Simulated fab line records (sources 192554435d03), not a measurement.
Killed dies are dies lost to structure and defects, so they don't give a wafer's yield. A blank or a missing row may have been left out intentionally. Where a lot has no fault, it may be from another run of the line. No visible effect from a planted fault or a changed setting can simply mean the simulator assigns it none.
The tool behind it: which one? -- flow n5_finfet -- 19 lots with 57 wafers sampled at 3 steps, on a route of 1938 steps

== WHAT THE GAUGES READ, wafer by wafer ==
N5_FIN_SAQP_CD_MEAS_31 targets a cd of 8 nm.
lot,measured,on,cd_nm (nm)
L074,day 2 03:30,cd_sem-02,7.85 7.93 8.41
L075,day 2 07:31,cd_sem-02,7.80 7.98 7.83
L076,day 2 14:09,cd_sem-02,8.35 7.94 7.79
L078,day 3 02:29,cd_sem-02,7.90 8.17 8.35
L079,day 3 09:41,cd_sem-02,8.07 8.33 7.95
L081,day 3 20:30,cd_sem-03,7.92 8.33 8.40
L082,day 4 02:37,cd_sem-01,8.24 8.19 7.95
L084,day 4 16:11,cd_sem-02,7.96 8.51 7.96
L085,day 4 20:22,cd_sem-01,8.25 8.32 8.06
L086,day 5 05:26,cd_sem-01,8.03 8.21 8.19
L087,day 5 09:10,cd_sem-03,8.13 8.02 8.12
L088,day 5 14:06,cd_sem-02,7.87 8.34 7.81
L090,day 6 02:03,cd_sem-02,8.09 8.15 7.98
L091,day 6 08:04,cd_sem-03,8.28 8.01 7.90
L092,day 6 14:58,cd_sem-01,8.47 8.22 8.15
L094,day 7 02:49,cd_sem-03,8.13 8.01 7.91
L095,day 7 09:13,cd_sem-02,7.93 8.25 8.06
L096,day 7 14:28,cd_sem-03,8.44 8.02 8.15
L097,day 7 20:27,cd_sem-02,8.63 8.00 8.15

== EACH LOT AND THE TOOL THAT RAN IT (in order: tool; ch and the chambers of the sampled wafers; start) ==
lot,N5_FIN_SAQP_SPACER1_ETCHBACK_25,N5_FIN_SAQP_ETCH_69
L074,"rie_diel-03 ch 0,1,2, day 2 01:42","rie_diel-04 ch 0,2, day 2 02:40"
L075,"rie_diel-06 ch 1,2,3, day 2 05:43","rie_diel-04 ch 0,3, day 2 06:41"
L076,"rie_diel-04 ch 0,1,3, day 2 12:23","rie_diel-03 ch 0,3, day 2 13:19"
L078,"rie_diel-03 ch 0,1,2, day 3 00:15","rie_diel-04 ch 0,2,3, day 3 01:40"
L079,"rie_diel-03 ch 2,3, day 3 07:19","rie_diel-03 ch 1,2, day 3 08:38"
L081,"rie_diel-04 ch 0,1,2, day 3 18:36","rie_diel-06 ch 0,2,3, day 3 19:35"
L082,"rie_diel-03 ch 1,2,3, day 4 00:45","rie_diel-04 ch 0,3, day 4 01:40"
L084,"rie_diel-03 ch 0,1,3, day 4 14:05","rie_diel-06 ch 0,1, day 4 15:14"
L085,"rie_diel-06 ch 0,2,3, day 4 17:44","rie_diel-03 ch 0,1,3, day 4 19:12"
L086,"rie_diel-06 ch 0,1,2, day 5 01:47","rie_diel-06 ch 0,1,3, day 5 02:42"
L087,"rie_diel-04 ch 1,2,3, day 5 07:07","rie_diel-03 ch 0,1, day 5 08:11"
L088,"rie_diel-03 ch 0,2, day 5 12:06","rie_diel-04 ch 0,1,3, day 5 13:08"
L090,"rie_diel-06 ch 0,1,3, day 6 00:08","rie_diel-03 ch 0,1,2, day 6 01:13"
L091,"rie_diel-03 ch 2,3, day 6 05:50","rie_diel-03 ch 0,2,3, day 6 07:07"
L092,"rie_diel-06 ch 0,2, day 6 12:43","rie_diel-03 ch 1,2,3, day 6 13:43"
L094,"rie_diel-06 ch 1,2, day 7 01:04","rie_diel-03 ch 1,2,3, day 7 01:59"
L095,"rie_diel-04 ch 1,2, day 7 07:13","rie_diel-03 ch 0,2, day 7 08:16"
L096,"rie_diel-04 ch 1,2, day 7 12:43","rie_diel-04 ch 0,1,3, day 7 13:38"
L097,"rie_diel-03 ch 0,1,3, day 7 18:18","rie_diel-03 ch 1,3, day 7 19:37"
- N5_FIN_SAQP_SPACER1_ETCHBACK_25: etches SiO2 in CHF3/O2, target depth 24.4 nm, time 12.2 s.
- N5_FIN_SAQP_ETCH_69: etches SOC in N2/H2, stops on SiNx, target depth 150 nm.

== AS READ BY THE TOOLS THEMSELVES (means over the sampled wafers that have a number; for cases with no such wafer, the mark the record gives instead) ==
N5_FIN_SAQP_SPACER1_ETCHBACK_25.
lot,tool,bias_w (W),drypump_motor_current_A (A),oes_product_au (a.u.),rf_vpp_V (V),showerhead_plenum_p_Torr (Torr),throttle_valve_pct (%)
L074,rie_diel-03,170.4,5.5,0.70,521,2.39,19.09
L075,rie_diel-06,170.3,5.6,0.79,520,2.35,19.01
L076,rie_diel-04,170.6,5.8,0.92,517,2.36,18.78
L078,rie_diel-03,169.7,5.4,0.70,519,2.39,19.11
L079,rie_diel-03,169.7,5.9,0.69,533,2.32,18.98
L081,rie_diel-04,170.0,5.8,0.82,514,2.36,18.81
L082,rie_diel-03,170.5,6.0,0.69,523,2.32,19.01
L084,rie_diel-03,169.7,6.0,0.79,519,2.36,19.08
L085,rie_diel-06,169.8,5.7,0.78,520,2.35,19.05
L086,rie_diel-06,170.2,5.1,0.83,523,2.34,18.95
L087,rie_diel-04,170.2,5.9,0.83,514,2.38,18.92
L088,rie_diel-03,170.5,4.9,0.97,530,2.39,18.56
L090,rie_diel-06,170.6,5.6,0.80,525,2.36,19.00
L091,rie_diel-03,169.7,5.9,0.97,538,2.50,18.57
L092,rie_diel-06,170.0,5.2,0.81,523,2.35,18.99
L094,rie_diel-06,170.4,5.0,0.80,523,2.33,18.96
L095,rie_diel-04,170.2,5.9,0.76,511,2.37,18.96
L096,rie_diel-04,169.7,5.9,0.76,512,2.37,18.96
L097,rie_diel-03,169.8,6.0,0.83,521,2.45,18.98

N5_FIN_SAQP_ETCH_69.
lot,tool,bias_w (W),drypump_motor_current_A (A),h2_flow_sccm (sccm),oes_product_au (a.u.),rf_vpp_V (V),showerhead_plenum_p_Torr (Torr),throttle_valve_pct (%)
L074,rie_diel-04,61.05,5.6,200.1,0.77,240.2,2.49,17.83
L075,rie_diel-04,60.87,5.6,200.4,0.89,239.6,2.47,17.78
L076,rie_diel-03,60.94,6.0,199.6,0.68,240.0,2.46,17.99
L078,rie_diel-04,60.96,5.7,199.4,0.81,240.8,2.49,17.87
L079,rie_diel-03,61.15,6.0,200.2,0.70,239.0,2.47,18.11
L081,rie_diel-06,60.95,5.8,199.5,0.78,240.5,2.48,18.00
L082,rie_diel-04,61.04,5.6,199.7,0.81,239.8,2.46,17.80
L084,rie_diel-06,61.05,5.0,199.4,0.86,239.5,2.48,17.81
L085,rie_diel-03,60.90,6.0,200.1,0.78,239.3,2.47,17.99
L086,rie_diel-06,61.03,5.6,199.6,0.80,239.5,2.49,17.92
L087,rie_diel-03,61.25,5.5,199.5,0.85,241.3,2.54,17.96
L088,rie_diel-04,60.84,5.8,199.9,0.84,239.3,2.47,17.73
L090,rie_diel-03,60.98,5.5,200.8,0.85,240.2,2.51,17.87
L091,rie_diel-03,61.02,5.4,200.3,0.94,241.4,2.60,17.55
L092,rie_diel-03,61.23,6.0,199.8,0.85,241.3,2.55,17.71
L094,rie_diel-03,61.10,6.0,199.8,0.84,240.8,2.55,17.72
L095,rie_diel-03,61.10,4.9,200.7,0.89,241.0,2.56,17.74
L096,rie_diel-04,60.91,5.8,200.4,0.82,240.2,2.46,17.75
L097,rie_diel-03,61.07,6.5,199.9,0.83,242.0,2.60,17.70

== THE ANSWER, worked out from the rows above alone ==
Rule: usual is defined by the lots themselves. Put in order of their means at a reading, lots are off if they are a third of the lots or fewer, leave a main group of 4 or more, and stand apart from it by a gap of 3 or more times the standard deviation of the main group's means; of several such gaps the widest counts. A main group is skipped when, at the precision printed for the reading in the tables above, its means are all equal. Also off: a lot with no number at a reading for which 4 or more lots have one. All remaining lots with rows at the step are treated as sound. Order of review: gauges by route order, followed by the tools' own readings, for which a lot's mean as printed above is used. At the first step where some lot is off, the reading lying furthest off is the one used; lots without a number count as furthest.
No lot is off at any reading shown: from this, nothing can be told.

== WHAT THE SIMULATOR HAD INSERTED ==
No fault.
